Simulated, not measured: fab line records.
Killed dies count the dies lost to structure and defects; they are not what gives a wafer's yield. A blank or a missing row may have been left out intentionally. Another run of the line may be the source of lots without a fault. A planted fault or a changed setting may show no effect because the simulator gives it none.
The tool behind it: which one? | flow nand-harc | route of 1302 steps, sampled at 1 step: 7 lots, 20 wafers

## WHAT THE GAUGES SHOWED, per wafer
NHARC_A_CONTACT_OVL_MEAS_43.
lot  | measured     | on         | overlay-x-nm (nm)
L237 | day 21 03:22 | overlay-01 | -1.0 -0.6 -0.3
L246 | day 24 14:02 | overlay-01 | 0.4 1.1
L249 | day 26 03:59 | overlay-01 | -0.5 -0.1 -0.8
L252 | day 27 00:25 | overlay-02 | 0.1 -0.1 0.4
L254 | day 27 16:06 | overlay-01 | -0.2 0.2 0.1
L255 | day 29 01:21 | overlay-01 | 0.4 0.4 0.0
L257 | day 30 04:38 | overlay-01 | -0.7 -0.1 0.2

## WHICH TOOL RAN EACH LOT (tool, then ch and the chambers of the sampled wafers, then the start)
Record: no process step prior to these readings.

## THE ANSWER, worked out from the rows above alone
Rule: what is usual is taken from the lots themselves. The widest of any qualifying gaps counts: lots, ordered by their means at a reading, are off when they make up no more than a third of the lots, leave a main group of 4 or more, and stand apart from it by 3 or more times the standard deviation of that group's means. The tables above print the reading to a certain number of digits; a main group whose means all agree to those digits is not used. Also off: a lot with no number at a reading for which 4 or more lots have one. Any other lot the step has rows for is counted as sound.
None of the lots is off at any reading shown; this tells nothing.

## WHAT THE SIMULATOR HAD INSERTED
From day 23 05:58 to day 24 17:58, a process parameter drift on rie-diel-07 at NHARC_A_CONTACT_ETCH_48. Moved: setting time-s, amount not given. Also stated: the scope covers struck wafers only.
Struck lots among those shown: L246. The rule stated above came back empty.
